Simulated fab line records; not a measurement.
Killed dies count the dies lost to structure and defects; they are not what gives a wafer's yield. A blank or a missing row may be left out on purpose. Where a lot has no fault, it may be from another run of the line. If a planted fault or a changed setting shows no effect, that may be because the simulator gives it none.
Struck lot and sound lot, side by side ; flow n5-finfet ; 37 out of 1938 route steps
Sound: the wafers L290.1, L290.3, L290.4. Wafers struck: L294.4, L294.5, L294.6. At the end, the cause is stated.
Per side, at each step with rows, come the tool, then ch with its chambers, and then its first start. Under that, the readings that differ: sound wafers ; struck wafers ; difference of the means ; sigmas: that difference in standard deviations of wafers without a fault.
alike: words and numbers the same on both sides, and readings whose means are apart by under 2 such deviations; not compared: readings that were withheld, readings missing a value for some wafer, numbers with overlapping values and no deviation given by the record, and bounds like >300 which may hide the same value.
A row with sigmas, a row that says differs or no value, or rows on one side alone: a step with any of these is where the two part. Numbers that don't overlap but have no deviation are shown without sigmas and don't part them. A reading that every wafer of one side lacks parts them only if that side has two wafers or more.

first, 9 steps without rows for these wafers: N5_BEOL_M4_ANNEAL_95 (time 240 s); N5_BEOL_M4_SPUTTER_96 (material Cu, target thk 4.5 nm, time 8.29 s); N5_BEOL_M4_ECD_50 (material Cu, target thk 300 nm); N5_BEOL_M4_ANNEAL_51 (time 90 s); N5_BEOL_M4_CMP_52 (polishes, stops on SiOC, t overpolish 6.8 s, target thk 40 nm); N5_BEOL_M4_PRE_CLEAN_60 (time 15 s); N5_BEOL_M4_CO_CAP_55 (material Co, precursor CCTBA/H2, target thk 2 nm, time 102.1 s); N5_BEOL_M4_PRE_CLEAN_56 (time 15 s); N5_BEOL_M4_DEP_57 (deposits SiCN from 3MS/NH3, target thk 8 nm, time 14 s).
N5_BEOL_M4_RC_MEAS_101:
  sound on prober-02 ch 0, day 11 17:36; struck on prober-01 ch 0, day 12 19:50
  alike: DIBL_N, DIBL_P, IOFF_N, IOFF_P, ION_N, ION_P, SS_N, SS_P, VT_N, VT_P
then, 24 steps without rows for these wafers: N5_BEOL_M5_ILD_DEP_00 (deposits SiCOH lowk from DEMS/porogen, target thk 140.64 nm, time 25.9 s); N5_BEOL_M5_CURE_79 (cures SiCOH lowk, time 240 s); N5_BEOL_M5_PECVD_70 (deposits SiO2 from TEOS/O2, target thk 16 nm, time 18 s); N5_BEOL_M5_HM_DEP_02 (deposits TiN, target thk 20 nm); N5_BEOL_M5_COAT_59 (time 60 s, resist thk 60 nm); N5_BEOL_M5_COAT_60 (time 60 s, resist thk 12 nm); N5_BEOL_M5_COAT_71 (time 60 s, resist thk 5 nm); N5_BEOL_M5_COAT_05 (resist thk 30 nm); N5_BEOL_M5_EBR_07; N5_BEOL_M5_SOFTBAKE_06 (time 60 s); N5_BEOL_M5_EXPOSE_08 (exposes mask M5, target cd 28 nm); N5_BEOL_M5_PEB_09 (peb time 60 s); N5_BEOL_M5_DEVELOP_10 (develop time 30 s); N5_BEOL_M5_DESCUM_16 (chemistry O2, time 7 s); N5_BEOL_M5_ETCH_72 (etches underlayer in N2/H2, target depth 6.5 nm, time 5.2 s); N5_BEOL_M5_ETCH_61 (etches SiARC in CF4, target depth 15.6 nm, time 26 s); N5_BEOL_M5_ETCH_62 (etches SOC in N2/H2, target depth 75 nm, overetch 15 nm, time 112.5 s); N5_BEOL_M5_STRIP_63 (strips in N2/H2); N5_BEOL_M5_STRIP_73 (strips in N2/H2); N5_BEOL_M5_STRIP_64 (strips in CF4); N5_BEOL_M5_HM_OPEN_17 (chemistry Cl2/BCl3, target TiN, target depth 20 nm, overetch 6 nm); N5_BEOL_M5_STRIP_19 (strips in O2); N5_BEOL_M5_COAT_65 (time 60 s, resist thk 60 nm); N5_BEOL_M5_COAT_66 (time 60 s, resist thk 12 nm).
N5_BEOL_M7_ETCH_66: etches SOC in N2/H2, target depth 80 nm, overetch 16 nm, time 120 s.
  sound on rie-diel-01 ch 0,1,3, day 12 20:18; struck on rie-diel-03 ch 0,1,3, day 13 22:35
  no value came back on the struck wafers for any of 8 readings (bias-w (W), chamber-pressure-mTorr (mTorr) and others); on the sound wafers bias-w (W) reads 150.2 150.3 149.9
reading;sound;struck;difference;sigmas
model.CAR-EUV_of_BEOL_M7_COAT_22.thk-nm (nm);0 0 0;11.2 11.2 11.2;+11.2;
model.SiARC_of_BEOL_M7_COAT_64.thk-nm (nm);6.4 6.8 6.4;12 12 12;+5;
model.underlayer_of_BEOL_M7_COAT_71.thk-nm (nm);0 0 0;5 5 5;+5;
N5_BEOL_M7_VIA_ETCH_34: etches SiCOH lowk in C4F6/O2, target depth 125.5 nm, time 50.5 s.
  sound on rie-diel-01 ch 0,1,3, day 12 20:24; struck on rie-diel-03 ch 0,1,3, day 13 22:40
reading;sound;struck;difference;sigmas
oes-product-au (a.u.);0.92 0.69 0.83;0.26 0.27 0.27;-0.55;-6
rf-hours-counter-h (h);24 211 62;- - -;no value on the struck wafers;
  alike: C4F6_flow_sccm, O2_flow_sccm, drypump-motor-current-A, rf-vpp-V, showerhead-plenum-p-Torr, throttle-valve-pct
then, 1 step without rows for these wafers: N5_PASSIVATION_PROBE_49.

== WHERE THEY PART ==
Last at N5_BEOL_M7_VIA_ETCH_34 as far as this record goes, first at N5_BEOL_M7_ETCH_66.

WHY: what had been put in by the simulator
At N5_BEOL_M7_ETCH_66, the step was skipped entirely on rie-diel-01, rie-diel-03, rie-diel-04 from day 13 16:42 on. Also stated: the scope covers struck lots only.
